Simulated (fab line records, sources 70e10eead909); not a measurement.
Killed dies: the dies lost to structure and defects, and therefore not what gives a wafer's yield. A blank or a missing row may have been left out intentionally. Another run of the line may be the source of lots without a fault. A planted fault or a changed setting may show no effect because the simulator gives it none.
Code-filled problem report in 8D (eight disciplines) form + flow nand_harc + the parts of the form that need people (team, actions taken, sign-off) are left out

== 1. THE PROBLEM ==
thk_nm at NHARC_A_ONON_D1_THK_MEAS_27 reads a mean of 671 nm on 6 wafers of 2 lots; wafers without a fault read 999 nm with a standard deviation of 7.2. That puts it -46 standard deviations away from the usual mean.
The step: measures by ellipsometry.
First seen on wafer L154.1, day 12 06:04, on film_metro-01. The record has a number at this step for 42 wafers belonging to 14 lots. By rule, "out" or "out of limits" means more than 4 standard deviations away from the usual mean. All remaining wafers that have a number are taken as sound.

== 2. WHAT IT IS, AND WHAT IT ISN'T ==
| question                    | is                           | is not                                                                          |
|-----------------------------|------------------------------|---------------------------------------------------------------------------------|
| which readings at this step | thk_nm                       | -                                                                               |
| which lots                  | L152, L154                   | L136, L137, L138, L139, L140, L141, L142, L144, L146, L155, L157, L158          |
| which wafers of those lots  | all that have a number       | -                                                                               |
| read on which gauges        | film_metro-01, film_metro-02 | -                                                                               |
| when                        | from day 12 06:04            | up to then (27 sound wafers); but 9 sound wafers of L155, L157, L158 came after |

== 3. SUSPECTS, AND WHAT RULES EACH OUT ==
Counting: a tool at any process step up to the reading remains a suspect when it ran all the lots that are out and ran no sound lot after the first of those.
- ruled out: the gauge at NHARC_A_ONON_D1_THK_MEAS_27. 2 gauges (film_metro-01, film_metro-02) read the wafers that are out.
- pecvd_onon-01 at NHARC_A_ONON_D1_DEP_25 (target thk 1000 nm): kept. All lots that are out passed through it, beginning with L154 at day 12 05:33, and no sound lot followed; its final sound lot before that point was L146 at day 10 17:20.
After counting, what remains is pecvd_onon-01 at NHARC_A_ONON_D1_DEP_25.

== 4. THE CAUSE (what the simulator had put in) ==
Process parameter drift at NHARC_A_ONON_D1_DEP_25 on pecvd_onon-01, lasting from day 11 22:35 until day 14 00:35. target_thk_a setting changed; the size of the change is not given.
This tool alone remained once counting was done.

== 5. THE EFFECT CHAIN, in route order ==
Each row: a reading where the mean over the struck wafers with a number is more than 3 standard deviations away from the usual. Readings are gone through only where the record gives a usual standard deviation; hours: the median, over the lots, of the time from a lot's start at the first step in this table giving one to that lot's start at this step; sigmas: the change measured in usual standard deviations.
| hours | step                        | reading         | usual  | on struck wafers | change | sigmas |
|-------|-----------------------------|-----------------|--------|------------------|--------|--------|
| 0     | NHARC_A_ONON_D1_THK_MEAS_27 | thk_nm          | 999 nm | 671              | -328   | -46    |
| 290   | NHARC_END_SORT_01           | killed_at_array | 30     | 673              | +643   | +64    |
| 290   | NHARC_END_SORT_01           | killed_dies     | 34     | 677              | +643   | +58    |

== 6. HOW IT WOULD HAVE BEEN CAUGHT EARLIER ==
Counted from the fault's start at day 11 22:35, it took 7 hours until the first out-of-limits reading at a measuring or inspecting step in this record, taken at day 12 06:04.
By day 12 06:04 the whole set of lots that are out, 2 in number, had already begun NHARC_A_ONON_D1_DEP_25 on pecvd_onon-01. A hold on the tool at that time would have spared none of them.
